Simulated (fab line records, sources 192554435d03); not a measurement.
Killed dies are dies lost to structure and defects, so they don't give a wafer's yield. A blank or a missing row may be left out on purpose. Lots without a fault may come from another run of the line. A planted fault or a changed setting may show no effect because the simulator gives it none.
Chamber matching | flow n5_finfet | N5_BEOL_M8_STRIP_19 on rie_diel-02: 4 sister chambers
The step strips in O2. 4 wafers are shown with their chamber, then 8 later ones without.

WAFERS WITH THEIR CHAMBER
wafer  | chamber | showerhead_plenum_p_Torr (Torr)
L074.6 | 0       | 2.17
L088.4 | 2       | 2.17
L085.5 | 3       | 2.02
L086.2 | 1       | 1.97

WAFERS WITHOUT THEIR CHAMBER
wafer  | showerhead_plenum_p_Torr (Torr)
L086.3 | 2.17
L086.6 | 2.02
L093.2 | 1.97
L093.4 | 2.16
L093.5 | 1.97
L095.2 | 2.23
L095.5 | 2.16
L095.6 | 2.01

WHICH CHAMBER EACH WENT THROUGH
wafer  | from the rows above     | in truth
L086.3 | can't be placed: 0 or 2 | 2
L086.6 | 3                       | 3
L093.2 | 1                       | 1
L093.4 | can't be placed: 0 or 2 | 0
L093.5 | 1                       | 1
L095.2 | can't be placed: 0 or 2 | 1
L095.5 | can't be placed: 0 or 2 | 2
L095.6 | can't be placed: 3 or 1 | 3
Placed correctly: 3 of 8. Can't be placed from these rows: 5 (the true chamber is among the candidates in 4). Placed wrongly: 0.
How it was worked out, from the rows above alone: a wafer's distance from a chamber is the root of the sum, over the readings, of the square of ((its reading less the chamber's mean) divided by the reading's scatter). The wafer belongs to the nearest chamber; if the next one is less than 2 further off, it can't be placed. A chamber's mean is the mean of its shown wafers. The scatter: with one shown wafer a chamber, the root of the mean of the squares of how far each hidden wafer lies from its nearest shown one.
